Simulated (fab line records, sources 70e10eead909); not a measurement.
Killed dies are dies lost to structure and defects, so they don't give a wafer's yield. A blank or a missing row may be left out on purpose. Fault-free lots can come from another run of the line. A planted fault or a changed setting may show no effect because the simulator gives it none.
Chamber matching | flow nand-harc | 3 sister chambers for NHARC_P_M1_DEP_33 on pecvd-01
The step deposits SiCN, target thk 30 nm. 6 wafers are shown with their chamber, then 10 later ones without.

## WAFERS, EACH WITH ITS CHAMBER
wafer  | chamber | heater-power-w (W) | chamber-pressure-Torr (Torr)
L080.2 | 2       | 618                | 3.014
L081.6 | 2       | 577                | 3.007
L085.1 | 1       | 684                | 2.997
L085.4 | 1       | 703                | 3.001
L089.3 | 0       | 522                | 2.990
L089.4 | 0       | 521                | 3.005

## WAFERS WHOSE CHAMBER IS MISSING
wafer  | heater-power-w (W) | chamber-pressure-Torr (Torr)
L089.6 | 503                | 3.004
L088.1 | 602                | 3.006
L088.2 | 614                | 3.010
L088.4 | 519                | 3.009
L090.1 | 578                | 2.993
L090.3 | 646                | 3.008
L090.5 | 568                | 2.990
L097.2 | 706                | 3.003
L097.4 | 561                | 3.003
L097.6 | 656                | 3.002

## CHAMBER TAKEN BY EACH
wafer  | from the rows above     | in truth
L089.6 | 0                       | 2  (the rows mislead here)
L088.1 | 2                       | 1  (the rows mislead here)
L088.2 | 2                       | 2
L088.4 | 0                       | 0
L090.1 | can't be placed: 2 or 0 | 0
L090.3 | can't be placed: 2 or 1 | 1
L090.5 | can't be placed: 0 or 2 | 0
L097.2 | 1                       | 1
L097.4 | can't be placed: 2 or 0 | 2
L097.6 | can't be placed: 1 or 2 | 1
3 of 10 placed correctly. Can't be placed from these rows: 5 (the true chamber is among the candidates in 5). Placed wrongly: 2.
How it was worked out, from the rows above alone: a wafer's distance from a chamber is the root of the sum, over the readings, of the square of ((its reading less the chamber's mean) divided by the reading's scatter). The wafer belongs to the nearest chamber; if the next one is less than 2 further off, it can't be placed. A chamber's mean is the mean of its shown wafers. The scatter is the square root of a quotient: the sum, over the shown wafers, of each reading's squared deviation from its chamber's mean, divided by wafers minus chambers.
